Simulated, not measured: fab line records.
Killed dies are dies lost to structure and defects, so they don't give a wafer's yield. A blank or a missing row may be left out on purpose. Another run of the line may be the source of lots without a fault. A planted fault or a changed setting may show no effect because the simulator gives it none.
fab line records | flow n5Finfet
[record] lots = 8 | wafers = 24 | lastDay = 17
route steps=1938 shown BEOL_M0@743 BEOL_M1@753 BEOL_M4@1111 PASSIVATION@1936
lots untouched by any fault: they come from a run of this same line in which no faults occurred
startH: hours from the record's opening day to when the first of the lot's shown wafers began | waitH: hours elapsed since this lot's preceding step | " the same as in the row above | L1.1+2: a row that stands for several wafers | - no value, or no start was given | * or withheld: withheld | < > ~ a bound
route shown NAME@n: a module of which the file shows steps, and the number in the route of the first | usual: average and standard deviation across the fault-free wafers | same: alike in all rows | chamber/n: place in a boat | sites: the reading at each site | _std_site: the values' standard deviation | _edge_site: the outer-site mean with the inner-site mean subtracted | radiusMm: how far each site lies from the wafer's centre | mask NAME#n: copy n | behind: the tool/chamber that last shaped the wafer | hold: cause of the lot's hold/its duration in hours/its outcome | device: whichever transistor did not switch (one of n, p or np) | end of line: tests of these same wafers at the route's end | a step without rows: its recipe alone | killed: count of dies lost to structure and defects at first sort (not the wafer's yield) | map: dies across one wafer; x = killed, . = not, _ = none there
set.NAME: the setting that was run; set.NAME@STEP: the one run at that earlier step | model.NAME: the simulator's own value behind a step, which no gauge read
one table for each step of the route and one row for each wafer, over a sample of lots
services: the hour from which a tool's chamber was out of use, counted from the record's first day as startH (under 0 if before that day), plus the number of hours and why
[[steps]]
[step N5_BEOL_M0_CMP_120]
[recipe] stopOn = SiOC | tOverpolishS = 6.9 | downForcePsi = 1 | platenRpm = 50 | clearingPlatenDownForcePsi = 1.5 | clearingPlatenRpm = 50 | postCmpClean = cuAlkaline | clearingPlatenPadVelocityMS = 0.99484 | padVelocityMS = 0.99484
[usual] barrierFieldEndpointS = 3.62/0.12 | motorCurrentA = 5.8/0.61 | overpolishRunS = 6.900/0.0086 | timeToEndpointS = 62.7/2.7
lot.wafer | tool   | chamber | startH | waitH | barrierFieldEndpointS | motorCurrentA | overpolishRunS | timeToEndpointS
L597.4    | cmp-03 | 1       | 132.47 | 0.1   | 3.63                  | 5.4           | 6.903          | 62.3
L597.3    | "      | 0       | "      | "     | 3.65                  | 6.5           | 6.907          | 63.8
L597.6    | "      | 1       | "      | "     | 3.46                  | 5.2           | 6.898          | 62.1
L603.3    | cmp-02 | 1       | 167.05 | 0.2   | 3.35                  | 5.7           | 6.921          | 58.2
L603.1    | "      | 2       | "      | "     | 3.39                  | 5.4           | 6.889          | 59.3
L603.5    | "      | 1       | "      | "     | 3.48                  | 5.4           | 6.894          | 58.6
L605.1    | cmp-02 | 2       | 180.23 | 0.3   | 3.64                  | 5.2           | 6.892          | 63.6
L605.3    | "      | 0       | "      | "     | 3.64                  | 5.2           | 6.911          | 66.2
L605.6    | "      | 2       | "      | "     | 3.60                  | 5.7           | 6.909          | 59.9
L606.1    | cmp-04 | 3       | 187.78 | 0.3   | 3.69                  | 5.4           | 6.906          | 69.0
L606.2    | "      | 0       | "      | "     | 3.64                  | 5.9           | 6.895          | 66.7
L606.3    | "      | 1       | "      | "     | 3.73                  | 6.1           | 6.905          | 69.0
L607.3    | cmp-04 | 2       | 198.01 | 0.2   | 3.56                  | 5.7           | 6.907          | 62.3
L607.4    | "      | 3       | "      | "     | 3.77                  | 5.5           | 6.894          | 67.0
L607.5    | "      | 3       | "      | "     | 3.66                  | 5.3           | 6.920          | 64.7
L614.1    | cmp-04 | 0       | 235.38 | 0.3   | 3.54                  | 6.1           | 6.908          | 64.8
L614.3    | "      | 1       | "      | "     | 3.65                  | 6.2           | 6.901          | 66.2
L614.4    | "      | 2       | "      | "     | 3.64                  | 5.7           | 6.884          | 61.5
L615.1    | cmp-02 | 0       | 241.72 | 0.4   | 3.73                  | 5.3           | 6.904          | 64.3
L615.5    | "      | 1       | "      | "     | 3.83                  | 5.5           | 6.909          | 65.7
L615.6    | "      | 2       | "      | "     | 3.80                  | 5.2           | 6.901          | 63.6
L616.2    | cmp-02 | 2       | 248.14 | 0.2   | 3.61                  | 5.3           | 6.895          | 60.0
L616.5    | "      | 1       | "      | "     | 3.61                  | 6.1           | 6.909          | 62.0
L616.6    | "      | 2       | "      | "     | 3.53                  | 5.5           | 6.910          | 62.0
[step N5_BEOL_M0_INSPECT_127]
[recipe] inspectInstrument = darkfield | mode = postDep
[usual] rawDefectCount = 74/24
lot.wafer | tool             | chamber | startH | waitH | rawDefectCount
L597.3    | defectInspect-02 | -       | 133.05 | 0.0   | 70
L597.4    | "                | -       | "      | "     | 74
L597.6    | "                | -       | "      | "     | 84
L603.1    | defectInspect-01 | -       | 167.63 | 0.0   | 118
L603.3    | "                | -       | "      | "     | 69
L603.5    | "                | -       | "      | "     | 92
L605.1    | defectInspect-01 | -       | 180.81 | 0.0   | 69
L605.3    | "                | -       | "      | "     | 54
L605.6    | "                | -       | "      | "     | 42
L606.1    | defectInspect-01 | -       | 188.36 | 0.0   | 79
L606.2    | "                | -       | "      | "     | 87
L606.3    | "                | -       | "      | "     | 138
L607.3    | defectInspect-02 | -       | 198.60 | 0.0   | 71
L607.4    | "                | -       | "      | "     | 117
L607.5    | "                | -       | "      | "     | 59
L614.1    | defectInspect-01 | -       | 235.96 | 0.0   | 43
L614.3    | "                | -       | "      | "     | 62
L614.4    | "                | -       | "      | "     | 93
L615.1    | defectInspect-02 | -       | 242.19 | 0.0   | 37
L615.5    | "                | -       | "      | "     | 61
L615.6    | "                | -       | "      | "     | 51
L616.2    | defectInspect-02 | -       | 248.68 | 0.0   | 62
L616.5    | "                | -       | "      | "     | 56
L616.6    | "                | -       | "      | "     | 121
[step N5_BEOL_M1_PECVD_72]
[recipe] material = SiO2 | targetThkA = 160 | tempC = 400 | precursor = TEOS/O2 | pressureTorr = 5.5 | rfW = 450 | teosFlowSccm = 53.8 | gas = O2 | flowSccm = 3000 | timeS = 18
[usual] heaterPowerW = 725/89 | rfFwdPowerW = 445.0/2.5 | showerheadPlenumPTorr = 8.77/0.063 | throttleValvePct = 22.2/1.1
lot.wafer | tool     | chamber | startH | waitH | heaterPowerW | rfFwdPowerW | showerheadPlenumPTorr | throttleValvePct
L597.3    | pecvd-01 | 2       | 133.19 | 0.0   | 744          | 442.7       | 8.86                  | 21.7
L597.4    | "        | 1       | "      | "     | 678          | 446.7       | 8.72                  | 21.7
L597.6    | "        | 0       | "      | "     | 727          | 446.1       | 8.73                  | 24.0
L603.1    | pecvd-01 | 1       | 167.77 | 0.0   | 633          | 449.6       | 8.71                  | 22.0
L603.3    | "        | 2       | "      | "     | 746          | 441.0       | 8.82                  | 21.7
L603.5    | "        | 0       | "      | "     | 774          | 447.3       | 8.79                  | 24.1
L605.1    | pecvd-01 | 1       | 180.95 | 0.0   | 688          | 448.1       | 8.73                  | 21.8
L605.3    | "        | 2       | "      | "     | 756          | 443.4       | 8.81                  | 21.8
L605.6    | "        | 2       | "      | "     | 732          | 441.6       | 8.81                  | 21.9
L606.1    | pecvd-01 | 0       | 188.50 | 0.0   | 729          | 445.9       | 8.75                  | 24.1
L606.2    | "        | 1       | "      | "     | 629          | 445.8       | 8.71                  | 21.5
L606.3    | "        | 2       | "      | "     | 636          | 444.7       | 8.84                  | 21.8
L607.3    | pecvd-01 | 2       | 198.74 | 0.0   | 722          | 445.2       | 8.83                  | 21.9
L607.4    | "        | 1       | "      | "     | 583          | 446.0       | 8.71                  | 21.6
L607.5    | "        | 0       | "      | "     | 851          | 446.6       | 8.75                  | 24.0
L614.1    | pecvd-03 | 1       | 236.11 | 0.0   | 879          | 445.5       | 8.87                  | 22.2
L614.3    | "        | 0       | "      | "     | 695          | 440.2       | 8.83                  | 21.5
L614.4    | "        | 0       | "      | "     | 681          | 439.7       | 8.84                  | 21.3
L615.1    | pecvd-02 | 1       | 242.33 | 0.0   | 897          | 446.2       | 8.78                  | 22.8
L615.5    | "        | 0       | "      | "     | 640          | 448.8       | 8.77                  | 22.7
L615.6    | "        | 2       | "      | "     | 875          | 445.5       | 8.63                  | 20.8
L616.2    | pecvd-02 | 0       | 248.84 | 0.0   | 574          | 447.4       | 8.79                  | 22.6
L616.5    | "        | 2       | "      | "     | 897          | 449.2       | 8.65                  | 21.0
L616.6    | "        | 0       | "      | "     | 582          | 448.3       | 8.78                  | 23.0
[step N5_BEOL_M1_INSPECT_13]
[recipe] mode = adi | inspectInstrument = brightfield
[usual] rawDefectCount = 434/100
lot.wafer | tool             | chamber | startH | waitH | rawDefectCount
L597.3    | defectInspect-02 | -       | 133.72 | 0.0   | 579
L597.4    | "                | -       | "      | "     | 362
L597.6    | "                | -       | "      | "     | 500
L603.1    | defectInspect-01 | -       | 168.32 | 0.1   | 623
L603.3    | "                | -       | "      | "     | 497
L603.5    | "                | -       | "      | "     | 678
L605.1    | defectInspect-02 | -       | 183.34 | 0.1   | 820
L605.3    | "                | -       | "      | "     | 855
L605.6    | "                | -       | "      | "     | 715
L606.1    | defectInspect-01 | -       | 190.07 | 0.1   | 695
L606.2    | "                | -       | "      | "     | 801
L606.3    | "                | -       | "      | "     | 978
L607.3    | defectInspect-01 | -       | 200.87 | 0.0   | 781
L607.4    | "                | -       | "      | "     | 864
L607.5    | "                | -       | "      | "     | 689
L614.1    | defectInspect-01 | -       | 237.58 | 0.1   | 567
L614.3    | "                | -       | "      | "     | 558
L614.4    | "                | -       | "      | "     | 930
L615.1    | defectInspect-01 | -       | 244.45 | 0.1   | 366
L615.5    | "                | -       | "      | "     | 629
L615.6    | "                | -       | "      | "     | 379
L616.2    | defectInspect-01 | -       | 252.76 | 0.0   | 390
L616.5    | "                | -       | "      | "     | 407
L616.6    | "                | -       | "      | "     | 386
[step N5_BEOL_M1_ETCH_63]
[recipe] chemistry = CF4 | target = SiARC | targetDepthA = 156 | maskMaterial = CAR-EUV | timeS = 26 | ionEnergyEv = 80 | pressureMtorr = 40 | sourceW = 545 | biasW = 36 | Ar_flow_sccm = 100 | cf4FlowSccm = 100 | ends = cleared
[usual] cf4FlowSccm = 100.00/0.28 | drypumpMotorCurrentA = 5.8/0.35 | etchRfOnTimeS = 25.9/0.38 | oesProductAu = 0.68/0.073 | rfFwdPowerW = 532.1/1.7 | rfVppV = 184.2/1 | showerheadPlenumPTorr = 2.15/0.055 | throttleValvePct = 15.6/0.32
lot.wafer | tool       | chamber | startH | waitH | cf4FlowSccm | drypumpMotorCurrentA | etchRfOnTimeS | oesProductAu | rfFwdPowerW | rfHoursCounterH | rfVppV | showerheadPlenumPTorr | throttleValvePct
L597.3    | rieDiel-03 | 3       | 133.81 | 0.0   | 100.14      | 6.3                  | 26.3          | 0.65         | 531.5       | 142             | 185.7  | 2.24                  | 15.6
L597.4    | "          | 1       | "      | "     | 100.00      | 6.2                  | 26.5          | 0.64         | 534.2       | 154             | 183.9  | 2.23                  | 16.0
L597.6    | "          | 0       | "      | "     | 100.31      | 5.6                  | 25.4          | 0.77         | 532.6       | -               | 183.5  | 2.09                  | 15.0
L603.1    | rieDiel-03 | 0       | 168.41 | 0.0   | 99.32       | 5.6                  | 25.7          | 0.76         | 531.1       | 44              | 183.6  | 2.09                  | 15.0
L603.3    | "          | 3       | "      | "     | 100.25      | 6.3                  | 26.2          | 0.65         | 532.4       | 153             | 186.0  | 2.23                  | 15.6
L603.5    | "          | 2       | "      | "     | 100.30      | 6.3                  | 25.4          | 0.80         | 532.2       | -               | 185.4  | 2.11                  | 15.3
L605.1    | rieDiel-04 | 1       | 183.43 | 0.0   | 99.63       | 5.6                  | 25.7          | 0.59         | 532.9       | 218             | 185.4  | 2.21                  | 15.7
L605.3    | "          | 2       | "      | "     | 99.81       | 5.6                  | 25.8          | 0.70         | 531.9       | 101             | 182.3  | 2.07                  | 15.6
L605.6    | "          | 2       | "      | "     | 100.16      | 5.6                  | 25.6          | 0.71         | 530.5       | -               | 183.1  | 2.07                  | 15.5
L606.1    | rieDiel-06 | 0       | 190.16 | 0.0   | 99.90       | 5.7                  | 26.5          | 0.58         | 530.0       | 232             | 183.1  | 2.19                  | 15.7
L606.2    | "          | 1       | "      | "     | 99.83       | 5.9                  | 26.4          | 0.59         | 533.9       | 222             | 184.8  | 2.12                  | 16.1
L606.3    | "          | 3       | "      | "     | 99.81       | 5.8                  | 25.4          | 0.79         | 531.7       | 10              | 185.7  | 2.19                  | 15.2
L607.3    | rieDiel-03 | 2       | 200.96 | 0.0   | 100.29      | 6.3                  | 25.6          | 0.79         | 532.9       | 22              | 183.0  | 2.10                  | 15.3
L607.4    | "          | 1       | "      | "     | 100.21      | 6.1                  | 26.4          | 0.64         | 535.2       | 172             | 183.8  | 2.23                  | 16.0
L607.5    | "          | 2       | "      | "     | 100.06      | 6.3                  | 25.4          | 0.79         | 533.8       | -               | 184.0  | 2.10                  | 15.3
L614.1    | rieDiel-04 | 2       | 237.81 | 0.0   | 99.68       | 5.6                  | 25.8          | 0.68         | 532.5       | 121             | 183.0  | 2.07                  | 15.6
L614.3    | "          | 0       | "      | "     | 100.00      | 6.3                  | 26.0          | 0.77         | 533.0       | 17              | 184.2  | 2.10                  | 15.7
L614.4    | "          | 3       | "      | "     | 99.59       | 5.5                  | 25.5          | 0.67         | 532.4       | 130             | 184.1  | 2.15                  | 15.6
L615.1    | rieDiel-03 | 3       | 244.54 | 0.0   | 100.29      | 6.3                  | 26.2          | 0.63         | 533.3       | 175             | 185.4  | 2.22                  | 15.6
L615.5    | "          | 1       | "      | "     | 99.95       | 6.1                  | 26.1          | 0.63         | 532.7       | -               | 186.3  | 2.22                  | 16.0
L615.6    | "          | 0       | "      | "     | 99.81       | 5.7                  | 25.6          | 0.74         | 531.2       | -               | 182.0  | 2.08                  | 15.1
L616.2    | rieDiel-06 | 0       | 252.84 | 0.0   | 99.87       | 5.7                  | 26.3          | 0.58         | 529.0       | 249             | 185.0  | 2.19                  | 15.7
L616.5    | "          | 0       | "      | "     | 99.88       | 5.7                  | 26.2          | 0.58         | 530.7       | -               | 185.0  | 2.19                  | 15.7
L616.6    | "          | 3       | "      | "     | 100.31      | 5.8                  | 25.7          | 0.75         | 533.3       | -               | 184.7  | 2.18                  | 15.2
[step N5_BEOL_M1_INSPECT_30]
[recipe] mode = adi | inspectInstrument = brightfield
[usual] rawDefectCount = 441/100
lot.wafer | tool             | chamber | startH | waitH | rawDefectCount
L597.3    | defectInspect-02 | -       | 134.60 | 0.0   | 573
L597.4    | "                | -       | "      | "     | 373
L597.6    | "                | -       | "      | "     | 508
L603.1    | defectInspect-01 | -       | 169.23 | 0.1   | 646
L603.3    | "                | -       | "      | "     | 525
L603.5    | "                | -       | "      | "     | 649
L605.1    | defectInspect-02 | -       | 184.35 | 0.1   | 847
L605.3    | "                | -       | "      | "     | 820
L605.6    | "                | -       | "      | "     | 707
L606.1    | defectInspect-02 | -       | 190.98 | 0.1   | 709
L606.2    | "                | -       | "      | "     | 849
L606.3    | "                | -       | "      | "     | 1034
L607.3    | defectInspect-01 | -       | 201.74 | 0.0   | 824
L607.4    | "                | -       | "      | "     | 813
L607.5    | "                | -       | "      | "     | 696
L614.1    | defectInspect-01 | -       | 238.72 | 0.1   | 528
L614.3    | "                | -       | "      | "     | 566
L614.4    | "                | -       | "      | "     | 947
L615.1    | defectInspect-01 | -       | 245.46 | 0.1   | 360
L615.5    | "                | -       | "      | "     | 651
L615.6    | "                | -       | "      | "     | 395
L616.2    | defectInspect-02 | -       | 253.72 | 0.0   | 415
L616.5    | "                | -       | "      | "     | 432
L616.6    | "                | -       | "      | "     | 429
[step N5_BEOL_M4_RC_MEAS_101]
[usual] DIBL_N = 36.5/1.4 | DIBL_P = 36.5/1.6 | IOFF_N = 0.163/0.022 | IOFF_P = 0.219/0.029 | ION_N = 675/8.3 | ION_P = 464/6.2 | SS_N = 71.5/0.52 | SS_P = 73.4/0.57 | VT_N = 249.7/2.6 | VT_P = -250/3
lot.wafer | tool      | chamber | startH | waitH | DIBL_N[mV/V] | DIBL_P[mV/V] | IOFF_N[nA/um] | IOFF_P[nA/um] | ION_N[uA/um] | ION_P[uA/um] | SS_N[mV/dec] | SS_P[mV/dec] | VT_N[mV] | VT_P[mV]
L597.3    | prober-01 | 0       | 183.48 | 0.3   | 37.4         | 38.1         | 0.189         | 0.216         | 673          | 455          | 72.7         | 73.7         | 247.7    | -251
L597.4    | "         | 0       | "      | "     | 34.2         | 34.8         | 0.134         | 0.174         | 666          | 453          | 71.4         | 73.3         | 251.4    | -255
L597.6    | "         | 0       | "      | "     | 36.5         | 38.0         | 0.174         | 0.213         | 676          | 461          | 72.3         | 73.4         | 250.6    | -251
L603.1    | prober-01 | 0       | 214.70 | 0.0   | 33.8         | 32.7         | 0.120         | 0.196         | 666          | 468          | 71.6         | 72.4         | 251.9    | -247
L603.3    | "         | 0       | "      | "     | 36.2         | 35.5         | 0.155         | 0.244         | 671          | 464          | 71.3         | 73.1         | 249.2    | -247
L603.5    | "         | 0       | "      | "     | 35.3         | 34.8         | 0.140         | 0.230         | 676          | 472          | 71.5         | 72.8         | 250.8    | -248
L606.1    | prober-02 | 0       | 231.98 | 0.0   | 35.2         | 36.0         | 0.148         | 0.232         | 675          | 468          | 70.5         | 72.0         | 250.1    | -248
L606.2    | "         | 0       | "      | "     | 36.1         | 36.6         | 0.172         | 0.246         | 668          | 468          | 71.4         | 72.3         | 247.9    | -247
L606.3    | "         | 0       | "      | "     | 38.4         | 39.9         | 0.212         | 0.302         | 682          | 472          | 71.5         | 73.9         | 244.5    | -244
L605.1    | prober-02 | 0       | 237.77 | 0.0   | 37.1         | 37.8         | 0.162         | 0.220         | 679          | 462          | 72.3         | 73.8         | 251.9    | -250
L605.3    | "         | 0       | "      | "     | 37.1         | 37.8         | 0.166         | 0.226         | 674          | 471          | 71.2         | 73.8         | 248.4    | -250
L605.6    | "         | 0       | "      | "     | 36.8         | 37.4         | 0.162         | 0.211         | 685          | 466          | 71.0         | 73.7         | 249.9    | -251
L607.3    | prober-02 | 0       | 248.31 | 0.3   | 35.3         | 34.8         | 0.152         | 0.225         | 682          | 475          | 71.4         | 72.7         | 248.2    | -247
L607.4    | "         | 0       | "      | "     | 36.1         | 35.7         | 0.169         | 0.241         | 677          | 469          | 71.4         | 73.3         | 247.0    | -247
L607.5    | "         | 0       | "      | "     | 35.1         | 34.3         | 0.143         | 0.211         | 679          | 467          | 71.5         | 72.6         | 249.3    | -250
L614.1    | prober-02 | 0       | 285.77 | 0.0   | 37.2         | 37.0         | 0.176         | 0.219         | 682          | 461          | 71.7         | 73.5         | 249.3    | -250
L614.3    | "         | 0       | "      | "     | 37.7         | 38.1         | 0.195         | 0.232         | 694          | 469          | 71.5         | 73.2         | 247.1    | -251
L614.4    | "         | 0       | "      | "     | 38.3         | 38.3         | 0.203         | 0.244         | 682          | 465          | 71.7         | 73.7         | 246.3    | -250
L615.1    | prober-02 | 0       | 290.68 | 0.0   | 38.5         | 38.0         | 0.175         | 0.240         | 681          | 464          | 71.3         | 74.3         | 250.5    | -247
L615.5    | "         | 0       | "      | "     | 38.7         | 37.9         | 0.184         | 0.244         | 666          | 460          | 71.4         | 74.3         | 248.6    | -248
L615.6    | "         | 0       | "      | "     | 38.1         | 37.6         | 0.174         | 0.248         | 685          | 471          | 71.4         | 74.0         | 247.6    | -247
L616.2    | prober-01 | 0       | 298.36 | 0.2   | 35.9         | 37.2         | 0.158         | 0.203         | 675          | 467          | 71.4         | 73.2         | 251.6    | -253
L616.5    | "         | 0       | "      | "     | 34.6         | 35.2         | 0.136         | 0.166         | 668          | 458          | 70.9         | 73.3         | 251.9    | -258
L616.6    | "         | 0       | "      | "     | 36.0         | 37.6         | 0.166         | 0.203         | 682          | 463          | 71.8         | 73.5         | 249.8    | -252
[step N5_PASSIVATION_PROBE_49]
[usual] defectLimitedYield = 91.2/1.6 | killed_at_M0_to_M3 = 33/11 | killed_at_M4_up = 15/6.2 | killedAtContacts = 15/7.1 | killedAtFrontEnd = 38/12 | killedAtOther = 4/3.5 | killedDies = 104/19 | killedOpen = 69/14 | killedShort = 34/8.5 | sort_bin_5_function = 5.2/0.99 | sort_bin_6_memory = 3.3/0.77 | sortNPass = 1076/19 | sortYieldPct = 91.2/1.6
[same] grossDies = 1180 | killedAtBackSide = 0 | sort_bin_4_leakage[%] = 0 | sort_bin_8_speed[%] = 0
lot.wafer | tool      | chamber | startH | waitH | defectLimitedYield[%] | killed_at_M0_to_M3 | killed_at_M4_up | killedAtContacts | killedAtFrontEnd | killedAtOther | killedDies | killedOpen | killedShort | sort_bin_5_function[%] | sort_bin_6_memory[%] | sortNPass | sortYieldPct[%]
L606.1    | prober-02 | -       | 335.06 | 0.0   | 83.7                  | 122                | 16              | 14               | 36               | 4             | 192        | 64         | 35          | 10.2                   | 4.5                  | 988       | 83.7
L606.2    | prober-02 | -       | 335.11 | 0.1   | 84.7                  | 122                | 24              | 6                | 26               | 2             | 180        | 56         | 34          | 9.2                    | 4.0                  | 1000      | 84.7
L606.3    | prober-02 | -       | 335.16 | 0.1   | 83.1                  | 138                | 27              | 8                | 22               | 5             | 200        | 61         | 36          | 11.2                   | 4.2                  | 980       | 83.1
L605.1    | prober-02 | -       | 343.01 | 0.0   | 85.6                  | 120                | 13              | 6                | 31               | 0             | 170        | 60         | 18          | 9.3                    | 3.6                  | 1010      | 85.6
L605.3    | prober-02 | -       | 343.11 | 0.1   | 84.6                  | 128                | 7               | 12               | 34               | 1             | 182        | 53         | 27          | 9.5                    | 4.0                  | 998       | 84.6
L605.6    | prober-02 | -       | 343.26 | 0.3   | 85.2                  | 128                | 19              | 3                | 24               | 1             | 175        | 48         | 23          | 8.6                    | 4.8                  | 1005      | 85.2
L607.3    | prober-01 | -       | 354.86 | 0.1   | 84.6                  | 124                | 9               | 11               | 34               | 4             | 182        | 51         | 32          | 9.5                    | 4.3                  | 998       | 84.6
L607.4    | prober-01 | -       | 354.91 | 0.2   | 84.9                  | 120                | 11              | 9                | 34               | 4             | 178        | 63         | 27          | 10.3                   | 3.3                  | 1002      | 84.9
L607.5    | prober-01 | -       | 354.96 | 0.2   | 85.3                  | 115                | 14              | 8                | 25               | 12            | 174        | 57         | 24          | 9.7                    | 3.5                  | 1006      | 85.3
L615.1    | prober-01 | -       | 398.80 | 0.0   | 90.5                  | 49                 | 14              | 14               | 29               | 6             | 112        | 79         | 31          | 5.8                    | 3.6                  | 1068      | 90.5
L615.5    | prober-01 | -       | 399.00 | 0.2   | 91.9                  | 43                 | 19              | 10               | 20               | 4             | 96         | 69         | 26          | 4.7                    | 3.2                  | 1084      | 91.9
L615.6    | prober-01 | -       | 399.05 | 0.3   | 90.8                  | 42                 | 26              | 13               | 26               | 1             | 108        | 79         | 26          | 4.7                    | 4.2                  | 1072      | 90.8
// killed by level:class
L606.1 BEOL_M1:unspecified=93 FIN_SAQP:geometricParticle:open=10 MOL_CONTACT_COAG:geometricParticle:open=8 BEOL_M2:geometricParticle:open=8 BEOL_M1:geometricParticle:open=7 STI_FIN_REVEAL:geometricParticle:open=6 MOL_CONTACT_COAG:geometricParticle:short=6 BEOL_M0_SAQP:geometricParticle:open=4
L606.2 BEOL_M1:unspecified=88 BEOL_M4:geometricParticle:open=13 BEOL_M2:geometricParticle:open=10 STI_FIN_REVEAL:geometricParticle:open=7 BEOL_M1:geometricParticle:open=6 BEOL_M4:geometricParticle:short=6 STI_FIN_REVEAL:geometricParticle:short=4 MOL_CONTACT_COAG:geometricParticle:open=4
L606.3 BEOL_M1:unspecified=102 BEOL_M4:geometricParticle:open=18 BEOL_M0_SAQP:geometricParticle:short=13 STI_FIN_REVEAL:geometricParticle:open=8 BEOL_M1:geometricParticle:open=7 BEOL_M0_SAQP:geometricParticle:open=7 MOL_CONTACT_COAG:geometricParticle:open=6 BEOL_M4:geometricParticle:short=5
L605.1 BEOL_M1:unspecified=91 BEOL_M3:geometricParticle:open=11 STI_FIN_REVEAL:geometricParticle:open=8 GATE_CUT:geometricParticle:open=6 GATE_CUT:geometricParticle:short=6 BEOL_M2:geometricParticle:open=6 BEOL_M5:geometricParticle:open=5 ILD0:geometricParticle:open=4
L605.3 BEOL_M1:unspecified=102 MOL_CONTACT_COAG:geometricParticle:open=11 GATE_CUT:geometricParticle:open=11 GATE_CUT:geometricParticle:short=8 STI_FIN_REVEAL:geometricParticle:open=4 BEOL_M0_SAQP:geometricParticle:short=4 BEOL_M0_SAQP:geometricParticle:open=4 BEOL_M0:geometricParticle:open=4
L605.6 BEOL_M1:unspecified=103 BEOL_M0_SAQP:geometricParticle:open=8 BEOL_M4:geometricParticle:open=6 GATE_CUT:geometricParticle:short=5 BEOL_M3:geometricParticle:open=5 SPACER0:geometricParticle:short=4 STARTING-WAFER:geometricParticle:open=4 BEOL_M5:geometricParticle:open=4
L607.3 BEOL_M1:unspecified=99 MOL_CONTACT_COAG:geometricParticle:open=9 STI_FIN_REVEAL:geometricParticle:open=8 BEOL_M2:geometricParticle:open=8 GATE_CUT:geometricParticle:short=6 BEOL_M1:geometricParticle:open=4 BEOL_M3:geometricParticle:open=4 FIN_CUT:geometricParticle:short=3
L607.4 BEOL_M1:unspecified=88 BEOL_M2:geometricParticle:open=13 BEOL_M3:geometricParticle:open=9 FIN_SAQP:geometricParticle:open=8 MOL_CONTACT_COAG:geometricParticle:open=6 BEOL_M4:geometricParticle:open=6 STI_FIN_REVEAL:geometricParticle:open=4 ILD0:geometricParticle:open=4
L607.5 BEOL_M1:unspecified=93 BEOL_M3:geometricParticle:open=8 STI_FIN_REVEAL:geometricParticle:open=6 GATE_CUT:geometricParticle:short=6 MOL_CONTACT_COAG:geometricParticle:open=6 BEOL_M2:geometricParticle:open=5 BEOL_M0_SAQP:geometricParticle:short=4 BEOL_M6:geometricParticle:open=4
L615.1 BEOL_M3:geometricParticle:open=13 MOL_CONTACT_COAG:geometricParticle:open=12 BEOL_M2:geometricParticle:open=11 BEOL_M1:geometricParticle:open=9 BEOL_M4:geometricParticle:open=7 BEOL_M0:geometricParticle:open=6 BEOL_M2:geometricParticle:short=6 FIN_SAQP:geometricParticle:open=5
L615.5 BEOL_M2:geometricParticle:open=12 BEOL_M3:geometricParticle:open=9 MOL_CONTACT_COAG:geometricParticle:open=8 BEOL_M0_SAQP:geometricParticle:open=7 BEOL_M4:geometricParticle:open=7 BEOL_M0_SAQP:geometricParticle:short=4 BEOL_M1:geometricParticle:open=4 BEOL_M4:geometricParticle:short=4
L615.6 BEOL_M1:geometricParticle:open=19 BEOL_M4:geometricParticle:open=13 MOL_CONTACT_COAG:geometricParticle:open=10 STI_FIN_REVEAL:geometricParticle:open=6 BEOL_M3:geometricParticle:open=5 DUMMY_GATE:geometricParticle:open=4 BEOL_M0_SAQP:geometricParticle:open=4 STI_FIN_REVEAL:geometricParticle:short=3
[[services]]
tool       | chamber | startH | hours | kind
rieDiel-06 | 1       | 114.71 | 23.0  | repair
rieDiel-06 | 3       | 114.84 | 4.0   | repair
pecvd-02   | 1       | 114.91 | 3.9   | repair
pecvd-02   | -       | 115.03 | 2.8   | pm
cmp-03     | -       | 118.45 | 1.5   | repair
cmp-02     | -       | 121.46 | 6.8   | pm
pecvd-02   | -       | 126.84 | 1.8   | repair
rieDiel-06 | 3       | 138.00 | -     | clean
rieDiel-06 | 3       | 138.00 | -     | consumableReplace:focusRing
rieDiel-06 | 3       | 138.00 | 20.4  | scheduledDown
rieDiel-06 | 3       | 138.00 | 20.4  | ventCycle
rieDiel-04 | 1       | 139.91 | 2.5   | repair
rieDiel-03 | 1       | 140.98 | 6.8   | repair
cmp-03     | -       | 145.48 | 0.9   | repair
pecvd-01   | 2       | 153.56 | 4.9   | repair
pecvd-02   | -       | 153.91 | 0.3   | repair
pecvd-01   | 1       | 155.27 | 2.1   | scheduledDown
rieDiel-04 | -       | 163.06 | 1.1   | repair
rieDiel-04 | 0       | 170.61 | -     | clean
cmp-02     | -       | 183.81 | 2.2   | repair
rieDiel-04 | 3       | 206.29 | 13.1  | repair
cmp-04     | -       | 232.63 | 0.3   | repair
pecvd-01   | 2       | 244.65 | 5.5   | scheduledDown
cmp-04     | -       | 246.71 | 8.5   | pm
[[key]]
[firstSign] step = N5_BEOL_M1_INSPECT_13 | reading = rawDefectCount | direction = up | sigmas = 3.6 | usual = 434 | struck = 800
[effect] step = N5_BEOL_M1_INSPECT_30 | reading = rawDefectCount | direction = up | sigmas = 3.6 | usual = 441 | struck = 811
[effect] step = N5_PASSIVATION_PROBE_49 | reading = killed_at_M0_to_M3 | direction = up | sigmas = 8.6 | usual = 33 | struck = 124
[moreKillsBornAt] N5_BEOL_M1_PECVD_72@pecvd-01 = 858
metAt N5_BEOL_M1_PECVD_72
struckLots L605,L606,L607
notActingAt N5_BEOL_M0_CMP_120,N5_BEOL_M0_INSPECT_127,N5_BEOL_M1_ETCH_63
onsetBetween 167.77 180.95
[fault] kind = chamberParticleSource | tool = pecvd-01 | chamber = - | onsetH = 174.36 | steps = N5_BEOL_M1_PECVD_72 | ratePerVisitCm2 = 0.47028 | endH = 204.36
